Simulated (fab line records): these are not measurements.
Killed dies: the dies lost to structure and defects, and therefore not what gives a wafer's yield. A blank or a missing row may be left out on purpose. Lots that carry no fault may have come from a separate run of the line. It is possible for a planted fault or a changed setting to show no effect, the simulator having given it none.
fab line records	flow n5-finfet
[record] lots = 6	wafers = 18	last-day = 18
route steps=1938 shown BEOL_M4@1074 BEOL_M5@1112 PASSIVATION@1936
lots that met no fault: from a run of the same line without faults
start-h: start of the lot's first displayed wafer, in hours after the record's first day	wait-h: time in hours since the lot's previous step	" identical to the entry in the row above	L1.1+2: a single row standing in for several wafers	- no value, or no start was given	* or withheld: withheld	< > ~ a bound
route shown NAME@n: a module of which the file shows steps, and the number in the route of the first	usual: mean and standard deviation over wafers with no fault	same: alike in all rows	chamber/n: place in a boat	sites: the reading at each site	_std_site: the standard deviation of these	_edge_site: mean of outer sites minus mean of inner sites	radius-mm: how far each site lies from the wafer's centre	mask NAME#n: copy n	behind: the last tool/chamber to shape the wafer	hold: why the lot went on hold/how many hours it stayed there/how the hold came to an end	device: the n, p or np transistor that did not switch	end of line: the route-end tests of the same wafers	step lacking rows: just its recipe	killed: dies lost to structure and defects at the first sort, not the wafer's yield	map: per-die view of a wafer (x killed, . not killed, _ where there is no die)
set.NAME: setting as actually run; set.NAME@STEP: the setting as run at that earlier step	model.NAME: the simulator's own value behind a step, which no gauge read
a table for each step, a row for each wafer; lots at some steps of the route
services: a tool's chamber out of use, with start hour (start-h, from the record's first day; less than 0 if before it), hours out, and reason
[[steps]]
[step N5_BEOL_M4_HM_STRIP_39]
[recipe] chemistry = peroxide-tin-strip	material = TiN	target-depth-a = 250	temp-c = 50	time-s = 158
[step N5_BEOL_M4_SRD_40]
[recipe] time-s = 30	temp-c = 23	rinse-liquid = diw	dry = ipa-marangoni
[step N5_BEOL_M4_PRECLEAN_42]
[recipe] chemistry = residue-remover	time-s = 60	temp-c = 40
[step N5_BEOL_M4_SRD_43]
[recipe] time-s = 30	temp-c = 23	rinse-liquid = diw	dry = ipa-marangoni
[step N5_BEOL_M4_CD_MEAS_35]
[recipe] target-cd-nm = 18	target-cd-y-nm = 22.4	polarity = opening
[usual] cd-nm = 18.0/0.34
lot.wafer	tool	chamber	start-h	wait-h	cd-nm
L267.3	cd-sem-02	-	172.90	0.0	17.5
L267.4	"	-	"	"	17.9
L267.6	"	-	"	"	17.9
L270.3	cd-sem-03	-	201.14	0.0	17.7
L270.4	"	-	"	"	18.0
L270.5	"	-	"	"	17.6
L271.1	cd-sem-01	-	204.87	0.0	17.7
L271.3	"	-	"	"	18.1
L271.4	"	-	"	"	18.1
L280.3	cd-sem-01	-	281.96	0.0	17.9
L280.4	"	-	"	"	16.9
L280.6	"	-	"	"	18.3
L283.1	cd-sem-01	-	307.90	0.0	18.3
L283.2	"	-	"	"	18.1
L283.4	"	-	"	"	18.3
L284.2	cd-sem-01	-	312.40	0.0	18.1
L284.3	"	-	"	"	18.0
L284.6	"	-	"	"	18.1
[step N5_BEOL_M4_DEGAS_44]
[recipe] ambient = vacuum	temp-c = 250	time-s = 60
[usual] heater-power-w = 333/28
lot.wafer	tool	chamber	start-h	wait-h	heater-power-w
L267.3	pvd-sputter-03	-	173.05	0.1	367
L267.4	"	-	"	"	298
L267.6	"	-	"	"	312
L270.3	pvd-sputter-02	-	201.42	0.3	322
L270.4	"	-	"	"	354
L270.5	"	-	"	"	325
L271.1	pvd-sputter-03	-	205.37	0.5	341
L271.3	"	-	"	"	394
L271.4	"	-	"	"	378
L280.3	pvd-sputter-01	-	282.04	0.1	320
L280.4	"	-	"	"	313
L280.6	"	-	"	"	308
L283.1	pvd-sputter-02	-	307.94	0.0	307
L283.2	"	-	"	"	364
L283.4	"	-	"	"	324
L284.2	pvd-sputter-03	-	312.60	0.2	403
L284.3	"	-	"	"	383
L284.6	"	-	"	"	379
[step N5_BEOL_M4_PRE_CLEAN_45]
[recipe] gas = H2/He	time-s = 30	temp-c = 250
[usual] heater-power-w = 334/29
lot.wafer	tool	chamber	start-h	wait-h	heater-power-w
L267.3	pvd-sputter-03	-	173.09	0.0	378
L267.4	"	-	"	"	306
L267.6	"	-	"	"	314
L270.3	pvd-sputter-02	-	201.46	0.0	319
L270.4	"	-	"	"	363
L270.5	"	-	"	"	326
L271.1	pvd-sputter-03	-	205.41	0.0	342
L271.3	"	-	"	"	399
L271.4	"	-	"	"	387
L280.3	pvd-sputter-01	-	282.08	0.0	323
L280.4	"	-	"	"	324
L280.6	"	-	"	"	307
L283.1	pvd-sputter-02	-	307.98	0.0	319
L283.2	"	-	"	"	365
L283.4	"	-	"	"	314
L284.2	pvd-sputter-03	-	312.64	0.0	389
L284.3	"	-	"	"	372
L284.6	"	-	"	"	366
[step N5_BEOL_M4_ALD_84]
[recipe] material = TaN	target-thk-a = *	temp-c = 275	ald-precursor-family = PDMAT	ald-co-reactant = NH3	pressure-torr = 3	carrier-flow-sccm = 1500	pulse-time-s = 2	purge-time-s = 3	co-reactant-purge-time-s = 2	co-reactant-pulse-time-s = 3	ald-cycles = 30	precursor-vessel-temp-c = 75	precursor-vessel-pressure-torr = 26.25	precursor-vessel-carrier-sccm = 1000
[step N5_BEOL_M4_SURFACE_TREAT_85]
[recipe] gas = Ar	time-s = *	ion-energy-ev = *	ion-current-ma-cm2 = 0.5	pressure-mtorr = *	ar-flow-sccm = 30
[step N5_BEOL_M4_CVD_47]
[recipe] material = Co	target-thk-a = 30	temp-c = withheld	precursor = CCTBA/H2	pressure-torr = 30	time-s = 223.8
[step N5_BEOL_M4_SPUTTER_48]
[recipe] material = Cu	target-thk-a = 45	temp-c = -20	chamber-pressure-pa = 0.07	power-w = withheld	time-s = 8.29
[step N5_BEOL_M4_ANNEAL_49]
[recipe] temp-c = 400	time-s = 240	ambient = vacuum
[step N5_BEOL_M4_SPUTTER_79]
[recipe] material = Cu	target-thk-a = 45	temp-c = -20	chamber-pressure-pa = 0.07	power-w = withheld	time-s = 8.29
[usual] chuck-gas-flow-sccm = 1.27/0.055	throttle-valve-pct = 30.4/1.4
lot.wafer	tool	chamber	start-h	wait-h	chuck-gas-flow-sccm	throttle-valve-pct
L267.3	pvd-sputter-01	-	174.32	0.1	1.25	31.2
L267.4	"	-	"	"	1.39	32.6
L267.6	"	-	"	"	1.37	32.6
L270.3	pvd-sputter-02	-	202.56	0.1	1.35	30.5
L270.4	"	-	"	"	1.24	30.1
L270.5	"	-	"	"	1.30	30.5
L271.1	pvd-sputter-02	-	206.36	0.1	1.21	30.0
L271.3	"	-	"	"	1.22	30.7
L271.4	"	-	"	"	1.41	31.6
L280.3	pvd-sputter-01	-	282.85	0.1	1.23	31.3
L280.4	"	-	"	"	1.36	31.0
L280.6	"	-	"	"	1.33	32.7
L283.1	pvd-sputter-01	-	310.24	0.1	1.25	31.2
L283.2	"	-	"	"	1.18	31.3
L283.4	"	-	"	"	1.31	32.6
L284.2	pvd-sputter-02	-	313.74	0.1	1.18	30.5
L284.3	"	-	"	"	1.29	30.1
L284.6	"	-	"	"	1.33	30.3
[step N5_BEOL_M4_ANNEAL_80]
[recipe] temp-c = 400	time-s = 240	ambient = vacuum
[usual] heater-power-w = 833/72
lot.wafer	tool	chamber	start-h	wait-h	heater-power-w
L267.3	pvd-sputter-01	-	174.40	0.0	839
L267.4	"	-	"	"	795
L267.6	"	-	"	"	801
L270.3	pvd-sputter-02	-	202.64	0.0	792
L270.4	"	-	"	"	883
L270.5	"	-	"	"	813
L271.1	pvd-sputter-02	-	206.44	0.0	877
L271.3	"	-	"	"	800
L271.4	"	-	"	"	782
L280.3	pvd-sputter-01	-	282.93	0.0	804
L280.4	"	-	"	"	772
L280.6	"	-	"	"	799
L283.1	pvd-sputter-01	-	310.32	0.0	751
L283.2	"	-	"	"	835
L283.4	"	-	"	"	785
L284.2	pvd-sputter-02	-	313.82	0.0	796
L284.3	"	-	"	"	761
L284.6	"	-	"	"	768
[step N5_BEOL_M4_SPUTTER_81]
[recipe] material = Cu	target-thk-a = 45	temp-c = -20	chamber-pressure-pa = 0.07	power-w = withheld	time-s = 8.29
[step N5_BEOL_M4_ANNEAL_82]
[recipe] temp-c = 400	time-s = 240	ambient = vacuum
[step N5_BEOL_M4_SPUTTER_86]
[recipe] material = Cu	target-thk-a = 45	temp-c = -20	chamber-pressure-pa = 0.07	power-w = withheld	time-s = 8.29
[usual] chuck-gas-flow-sccm = 1.26/0.059	throttle-valve-pct = 30.4/1.4
lot.wafer	tool	chamber	start-h	wait-h	chuck-gas-flow-sccm	throttle-valve-pct
L267.3	pvd-sputter-01	-	174.76	0.1	1.27	31.3
L267.4	"	-	"	"	1.36	32.4
L267.6	"	-	"	"	1.30	32.5
L270.3	pvd-sputter-02	-	203.00	0.1	1.24	30.5
L270.4	"	-	"	"	1.16	30.0
L270.5	"	-	"	"	1.30	30.8
L271.1	pvd-sputter-02	-	206.80	0.1	1.22	29.8
L271.3	"	-	"	"	1.38	30.5
L271.4	"	-	"	"	1.30	31.5
L280.3	pvd-sputter-01	-	283.29	0.1	1.24	31.3
L280.4	"	-	"	"	1.17	31.1
L280.6	"	-	"	"	1.34	32.6
L283.1	pvd-sputter-01	-	310.68	0.1	1.41	31.2
L283.2	"	-	"	"	1.25	31.1
L283.4	"	-	"	"	1.40	32.4
L284.2	pvd-sputter-02	-	314.18	0.1	1.24	30.7
L284.3	"	-	"	"	1.23	30.0
L284.6	"	-	"	"	1.27	30.4
[step N5_BEOL_M4_ANNEAL_87]
[recipe] temp-c = 400	time-s = 240	ambient = vacuum
[step N5_BEOL_M4_SPUTTER_88]
[recipe] material = Cu	target-thk-a = 45	temp-c = -20	chamber-pressure-pa = 0.07	power-w = withheld	time-s = 8.29
[step N5_BEOL_M4_ANNEAL_89]
[recipe] temp-c = 400	time-s = 240	ambient = vacuum
[step N5_BEOL_M4_SPUTTER_90]
[recipe] material = Cu	target-thk-a = 45	temp-c = -20	chamber-pressure-pa = 0.07	power-w = withheld	time-s = 8.29
[step N5_BEOL_M4_ANNEAL_91]
[recipe] temp-c = 400	time-s = 240	ambient = vacuum
[step N5_BEOL_M4_SPUTTER_92]
[recipe] material = Cu	target-thk-a = 45	temp-c = -20	chamber-pressure-pa = 0.07	power-w = withheld	time-s = 8.29
[step N5_BEOL_M4_ANNEAL_93]
[recipe] temp-c = 400	time-s = 240	ambient = vacuum
[usual] heater-power-w = 835/70
lot.wafer	tool	chamber	start-h	wait-h	heater-power-w
L267.3	pvd-sputter-01	-	175.50	0.0	843
L267.4	"	-	"	"	812
L267.6	"	-	"	"	792
L270.3	pvd-sputter-02	-	203.74	0.0	800
L270.4	"	-	"	"	863
L270.5	"	-	"	"	815
L271.1	pvd-sputter-02	-	207.54	0.0	897
L271.3	"	-	"	"	798
L271.4	"	-	"	"	799
L280.3	pvd-sputter-01	-	284.03	0.0	836
L280.4	"	-	"	"	752
L280.6	"	-	"	"	802
L283.1	pvd-sputter-01	-	311.42	0.0	771
L283.2	"	-	"	"	840
L283.4	"	-	"	"	803
L284.2	pvd-sputter-02	-	314.92	0.0	816
L284.3	"	-	"	"	769
L284.6	"	-	"	"	778
[step N5_BEOL_M4_SPUTTER_94]
[recipe] material = Cu	target-thk-a = 45	temp-c = -20	chamber-pressure-pa = 0.07	power-w = withheld	time-s = 8.29
[step N5_BEOL_M4_ANNEAL_95]
[recipe] temp-c = 400	time-s = 240	ambient = vacuum
[step N5_BEOL_M4_SPUTTER_96]
[recipe] material = Cu	target-thk-a = 45	temp-c = -20	chamber-pressure-pa = 0.07	power-w = withheld	time-s = 8.29
[step N5_BEOL_M4_ECD_50]
[recipe] material = Cu	target-thk-a = 3000
[step N5_BEOL_M4_ANNEAL_51]
[recipe] temp-c = 225	time-s = 90	ambient = N2
[step N5_BEOL_M4_CMP_52]
[recipe] stop-on = SiOC	t-overpolish-s = 6.8	down-force-psi = 1	platen-rpm = 50	clearing-platen-down-force-psi = 1.5	clearing-platen-rpm = 50	post-cmp-clean = cu-alkaline	target-thk-nm = 40	clearing-platen-pad-velocity-m-s = 0.99484	pad-velocity-m-s = 0.99484
[step N5_BEOL_M4_PRE_CLEAN_60]
[recipe] gas = NH3/H2	time-s = 15	temp-c = *	rf-power-w = 300
[step N5_BEOL_M4_CO_CAP_55]
[recipe] material = Co	target-thk-a = 20	temp-c = 200	precursor = CCTBA/H2	pressure-torr = 30	time-s = 102.1
[step N5_BEOL_M4_PRE_CLEAN_56]
[recipe] gas = NH3	time-s = 15	temp-c = withheld	rf-power-w = 300
[step N5_BEOL_M4_DEP_57]
[recipe] material = SiCN	target-thk-a = 80	temp-c = withheld	precursor = 3MS/NH3	pressure-torr = 3	rf-w = 202	time-s = 14
[step N5_BEOL_M4_RS_MEAS_58]
[recipe] thk-meas-gauge = four-point-probe	reads = Co_of_BEOL_M4_CO_CAP_55+Cu_of_BEOL_M4_ECD_50+Co_of_BEOL_M4_CVD_47+TaN_of_BEOL_M4_ALD_84
[usual] M4_RS = 0.67/0.031
lot.wafer	tool	chamber	start-h	wait-h	M4_RS[ohm/sq]
L267.3	film-metro-01	-	180.45	0.1	0.65
L267.4	"	-	"	"	0.62
L267.6	"	-	"	"	0.67
L270.3	film-metro-01	-	205.15	0.1	0.67
L270.4	"	-	"	"	0.66
L270.5	"	-	"	"	0.65
L271.1	film-metro-01	-	208.99	0.1	0.71
L271.3	"	-	"	"	0.72
L271.4	"	-	"	"	0.70
L280.3	film-metro-01	-	285.44	0.1	0.65
L280.4	"	-	"	"	0.62
L280.6	"	-	"	"	0.68
L283.1	film-metro-01	-	312.83	0.0	0.67
L283.2	"	-	"	"	0.66
L283.4	"	-	"	"	0.66
L284.2	film-metro-02	-	316.33	0.1	0.68
L284.3	"	-	"	"	0.67
L284.6	"	-	"	"	0.65
[step N5_BEOL_M4_RC_MEAS_101]
[usual] DIBL_N = 36.3/2.2	DIBL_P = 36.0/2.4	IOFF_N = 0.16/0.042	IOFF_P = 0.22/0.041	ION_N = 672/14	ION_P = 462/7.9	SS_N = 71.7/0.76	SS_P = 73.3/0.72	VT_N = 250/3.6	VT_P = -249/3
lot.wafer	tool	chamber	start-h	wait-h	DIBL_N[mV/V]	DIBL_P[mV/V]	IOFF_N[nA/um]	IOFF_P[nA/um]	ION_N[uA/um]	ION_P[uA/um]	SS_N[mV/dec]	SS_P[mV/dec]	VT_N[mV]	VT_P[mV]
L267.3	prober-01	0	180.81	0.3	35.3	35.1	0.15	0.23	657	461	72.3	73.7	248	-248
L267.4	"	0	"	"	37.7	38.0	0.20	0.25	682	467	71.8	74.6	248	-244
L267.6	"	0	"	"	34.8	34.8	0.15	0.22	660	458	72.1	73.6	251	-245
L270.3	prober-01	0	205.51	0.3	34.7	34.8	0.14	0.20	664	461	71.5	72.4	251	-251
L270.4	"	0	"	"	36.1	35.8	0.15	0.20	667	454	71.8	73.6	254	-250
L270.5	"	0	"	"	35.9	36.1	0.16	0.21	672	462	71.8	72.9	252	-252
L271.1	prober-02	0	209.04	0.0	34.7	33.6	0.14	0.19	653	454	71.1	73.6	254	-253
L271.3	"	0	"	"	33.6	32.8	0.13	0.21	671	469	70.4	72.1	254	-249
L271.4	"	0	"	"	34.4	34.2	0.15	0.21	677	473	71.2	73.0	250	-250
L280.3	prober-01	0	285.80	0.3	34.3	31.1	0.11	0.15	652	451	70.7	73.0	254	-255
L280.4	"	0	"	"	42.5	39.2	0.32	0.30	680	469	74.0	74.4	243	-246
L280.6	"	0	"	"	38.5	36.7	0.19	0.24	682	466	72.0	74.3	246	-248
L283.1	prober-01	0	312.88	0.0	34.6	35.6	0.13	0.21	664	464	71.9	72.9	252	-247
L283.2	"	0	"	"	38.1	40.4	0.21	0.32	690	474	71.6	74.2	246	-244
L283.4	"	0	"	"	34.2	35.2	0.12	0.21	660	467	70.9	72.6	253	-250
L284.2	prober-02	0	316.54	0.2	36.7	37.8	0.17	0.23	678	468	72.5	73.7	248	-248
L284.3	"	0	"	"	37.4	37.8	0.20	0.25	692	467	71.5	73.8	246	-248
L284.6	"	0	"	"	35.4	35.1	0.16	0.21	673	461	71.7	72.4	248	-250
[step N5_BEOL_M5_ILD_DEP_00]
[recipe] material = SiCOH_lowk	target-thk-a = 1406.4	temp-c = 300	precursor = DEMS/porogen	pressure-torr = 5	rf-w = 500	time-s = 25.9
[step N5_BEOL_M5_CURE_79]
[recipe] temp-c = 385	time-s = 240	ambient = He/Ar	material = SiCOH_lowk
[step N5_BEOL_M5_THK_MEAS_01]
[recipe] reads = SiCOH_lowk_of_BEOL_M5_ILD_DEP_00
[usual] M5_ILD_THK = 120.5/1.4
lot.wafer	tool	chamber	start-h	wait-h	M5_ILD_THK[nm]
L267.3	film-metro-02	-	182.03	0.3	120.8
L267.4	"	-	"	"	123.1
L267.6	"	-	"	"	120.7
L270.3	film-metro-02	-	206.74	0.3	119.8
L270.4	"	-	"	"	121.5
L270.5	"	-	"	"	121.0
L271.1	film-metro-02	-	210.58	0.4	118.9
L271.3	"	-	"	"	118.8
L271.4	"	-	"	"	119.5
L280.3	film-metro-02	-	287.52	0.5	119.4
L280.4	"	-	"	"	119.9
L280.6	"	-	"	"	121.6
L283.1	film-metro-02	-	314.41	0.4	119.6
L283.2	"	-	"	"	121.1
L283.4	"	-	"	"	121.9
L284.2	film-metro-02	-	317.92	0.4	119.6
L284.3	"	-	"	"	118.6
L284.6	"	-	"	"	120.1
[step N5_BEOL_M5_PECVD_70]
[recipe] material = SiO2	target-thk-a = 160	temp-c = 400	precursor = TEOS/O2	pressure-torr = 5.5	rf-w = 450	teos-flow-sccm = 53.8	gas = O2	flow-sccm = 3000	time-s = 18
[step N5_PASSIVATION_PROBE_49]
[usual] defect-limited-yield = 91.3/1.7	killed_at_M0_to_M3 = 33/9.9	killed_at_M4_up = 14/6.4	killed-at-contacts = 12/7	killed-at-front-end = 41/13	killed-at-other = 3.1/2.9	killed-dies = 103/20	killed-on-rim = 13/4	killed-open = 67/14	killed-short = 34/9.4	sort_bin_4_leakage = 0.03/0.24	sort_bin_5_function = 5.1/1.1	sort_bin_6_memory = 3.2/0.79	sort_bin_8_speed = 0.02/0.15	sort-n-pass = 1077/21	sort-yield-pct = 91.2/1.7
[same] gross-dies = 1180	killed-at-back-side = 0
lot.wafer	tool	chamber	start-h	wait-h	defect-limited-yield[%]	killed_at_M0_to_M3	killed_at_M4_up	killed-at-contacts	killed-at-front-end	killed-at-other	killed-dies	killed-on-rim	killed-open	killed-short	sort_bin_4_leakage[%]	sort_bin_5_function[%]	sort_bin_6_memory[%]	sort_bin_8_speed[%]	sort-n-pass	sort-yield-pct[%]
L271.1	prober-02	-	302.87	0.0	92.5	34	10	9	35	1	89	12	59	29	0	4.6	2.7	0	1091	92.5
L271.3	prober-02	-	302.97	0.1	92.1	37	9	6	38	3	93	7	62	31	0	4.2	3.1	0	1087	92.1
L271.4	prober-02	-	303.02	0.2	88.5	52	15	9	60	0	136	19	83	47	0	7.0	4.0	0	1044	88.5
L270.5	prober-01	-	305.87	0.2	86.4	46	22	25	67	1	161	20	105	55	0	7.3	5.6	0	1019	86.4
L280.6	prober-02	-	395.36	0.3	83.9	22	128	11	27	2	190	18	45	22	0	10.9	2.5	0	990	83.9
L283.4	prober-02	-	421.23	0.2	82.1	39	135	8	26	3	211	20	61	24	0	11.0	4.3	0	969	82.1
L284.2	prober-01	-	431.64	0.1	93.6	20	5	9	33	8	75	10	46	29	0	3.8	2.3	0	1105	93.6
L284.3	prober-01	-	431.69	0.1	93.0	24	11	17	29	2	83	8	57	26	0	3.7	3.0	0	1097	93.0
L284.6	prober-01	-	431.84	0.3	92.4	19	12	27	26	6	90	14	57	33	0	4.5	2.7	0	1090	92.4
// killed by level:class
L271.1 MOL_CONTACT_COAG:geometric-particle:open=9 STI_FIN_REVEAL:geometric-particle:open=8 FIN_SAQP:geometric-particle:open=7 FIN_SAQP:geometric-particle:short=7 BEOL_M1:geometric-particle:open=7 BEOL_M0_SAQP:geometric-particle:open=6 BEOL_M0_SAQP:geometric-particle:short=5 BEOL_M2:geometric-particle:open=5
L271.3 STI_FIN_REVEAL:geometric-particle:open=8 DUMMY_GATE:geometric-particle:open=7 GATE_CUT:geometric-particle:short=7 BEOL_M3:geometric-particle:open=7 BEOL_M1:geometric-particle:open=7 BEOL_M2:geometric-particle:open=6 BEOL_M0_SAQP:geometric-particle:open=5 FIN_SAQP:geometric-particle:short=4
L271.4 FIN_SAQP:geometric-particle:short=19 STI_FIN_REVEAL:geometric-particle:open=15 BEOL_M1:geometric-particle:open=10 BEOL_M2:geometric-particle:open=9 FIN_SAQP:geometric-particle:open=8 DUMMY_GATE:geometric-particle:open=7 MOL_CONTACT_COAG:geometric-particle:open=7 BEOL_M0:geometric-particle:open=6
L270.5 MOL_CONTACT_COAG:geometric-particle:open=18 FIN_SAQP:geometric-particle:open=16 BEOL_M0_SAQP:geometric-particle:short=16 STI_FIN_REVEAL:geometric-particle:open=15 FIN_SAQP:geometric-particle:short=11 BEOL_M4:geometric-particle:open=8 STI_FIN_REVEAL:geometric-particle:short=7 BEOL_M0_SAQP:geometric-particle:open=7
L280.6 BEOL_M4:unspecified=121 MOL_CONTACT_COAG:geometric-particle:open=10 BEOL_M0_SAQP:geometric-particle:open=7 FIN_SAQP:geometric-particle:short=6 FIN_SAQP:geometric-particle:open=4 BEOL_M2:geometric-particle:open=4 GATE_CUT:geometric-particle:open=3 STI_FIN_REVEAL:geometric-particle:open=3
L283.4 BEOL_M4:unspecified=125 BEOL_M2:geometric-particle:open=10 BEOL_M1:geometric-particle:open=7 BEOL_M3:geometric-particle:open=7 MOL_CONTACT_COAG:geometric-particle:open=6 FIN_SAQP:geometric-particle:open=4 FIN_SAQP:geometric-particle:short=4 STI_FIN_REVEAL:geometric-particle:open=4
L284.2 STI_FIN_REVEAL:geometric-particle:open=9 MOL_CONTACT_COAG:geometric-particle:open=9 FIN_SAQP:geometric-particle:short=6 BEOL_M0_SAQP:geometric-particle:short=5 BEOL_M0_SAQP:geometric-particle:open=5 BEOL_M2:geometric-particle:open=5 PAD_METAL:geometric-particle:short=5 FIN_SAQP:geometric-particle:open=3
L284.3 MOL_CONTACT_COAG:geometric-particle:open=17 STI_FIN_REVEAL:geometric-particle:open=8 STI_FIN_REVEAL:geometric-particle:short=5 BEOL_M3:geometric-particle:open=5 BEOL_M0_SAQP:geometric-particle:open=4 BEOL_M4:geometric-particle:open=4 DUMMY_GATE:geometric-particle:open=3 BEOL_M0_SAQP:geometric-particle:short=3
L284.6 MOL_CONTACT_COAG:geometric-particle:open=20 STI_FIN_REVEAL:geometric-particle:open=12 MOL_CONTACT_COAG:geometric-particle:short=7 BEOL_M3:geometric-particle:open=5 BEOL_M4:geometric-particle:open=5 BEOL_M1:geometric-particle:short=4 STI_FIN_REVEAL:geometric-particle:short=3 BEOL_M0_SAQP:geometric-particle:short=3
// map L280.6 (x killed, . not)
_________________..........x.________________
______________.xx.....x......x.._____________
___________.............x..........__________
__________...x..................x..._________
________...x.........................._______
_______.........................x..x...______
______..x......................x.x.xxxx._____
_____..x...............x.......xxxxxxxxxx____
____................x..x......xxxxxxxxxxx.___
___..........................xxxxxxxxxxxxxx__
___.............x..x.x...x..x.xxxxxxxxxxxxx__
__....x......................xxxxxxxxxxxxxx._
__..x..................x.....xxxxxxxxxxxxxx._
_............................xx.xxxxxxxxxxx..
_x......x..............x......xx.xxxxxxxxx...
_..........x.x.................x.xxxxxx.x.x..
_..........xx................x..x.xxx........
_..........................x...x.....x.x..x.x
_..........................xx................
_............x...................x....x......
_.................x...x.......x..............
__..............x................x.........._
__...................x............x........x_
___x....................................x..__
___..........x..............x...x.......x.x__
____.............x....x.......x...........___
_____............x.......x...............____
______...x..x.....................x....._____
_______.............x..................______
________.............................._______
__________....................x....._________
___________......x.................__________
______________..........x......._____________
_________________..........x.________________
// map L283.4 (x killed, . not)
_________________............________________
______________.................._____________
___________........................__________
__________........x.......x........._________
________.x..x.x.....................x._______
_______.................x......x..xx.xx______
______x......x........x..x..x..x.xx..x.._____
_____................x........xx.xxxxxxxx____
____..x.x......x................xxxxxxxxxx___
___..........x....x......x..xxxxxxxxxxxxxx.__
___..........................xxxxxxxxxxxxxx__
__.x...................x.....xxxxxxxxxxxxxxx_
__..x...........x....x........xxxxxxxxxxxxx._
_.............x.x............xx.xxxxxxxxxx.x.
_......x...........x..x....x.x..xxxxxxxxxx.x.
_..........x...........x....x...xxxxxxxx.....
_.........................x........xxx..x....
_....x...............x........x..xxx...x.x...
_...x...........................xx.x...x.....
_....x....x.....x.x..x.............x.........
_.....x.xx.x.............xx..................
__............x............xx..............._
__........x.....................x..........._
___................x.................x.....__
___..................x.x...x...............__
____.........x....x....x........x...x.....___
_____....................x..........x.x..____
______........x.x....................x.._____
_______.x......................x.....x.______
________..x.....................x....._______
__________..........x..............._________
___________..................x.....__________
______________.................._____________
_________________.xx.........________________
[[services]]
tool	chamber	start-h	hours	kind
pvd-sputter-02	-	269.38	29.2	repair
[[key]]
[first-sign] step = N5_PASSIVATION_PROBE_49	reading = killed_at_M4_up	direction = up	sigmas = 18	usual = 14	struck = 132
[effect] step = N5_PASSIVATION_PROBE_49	reading = defect-limited-yield	direction = down	sigmas = 4.8	usual = 91.3	struck = 83.0
[more-kills-born-at] N5_BEOL_M4_SPUTTER_79@pvd-sputter-01 = 246
met-at N5_BEOL_M4_SPUTTER_79
struck-wafers L280.6,L283.4
onset-between 174.32 282.85
[fault] kind = chamber-particle-source	tool = pvd-sputter-01	chamber = -	onset-h = 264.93	steps = N5_BEOL_M4_SPUTTER_79	rate-per-visit-cm2 = 1.0799	end-h = 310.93	scope = struck-wafers-only
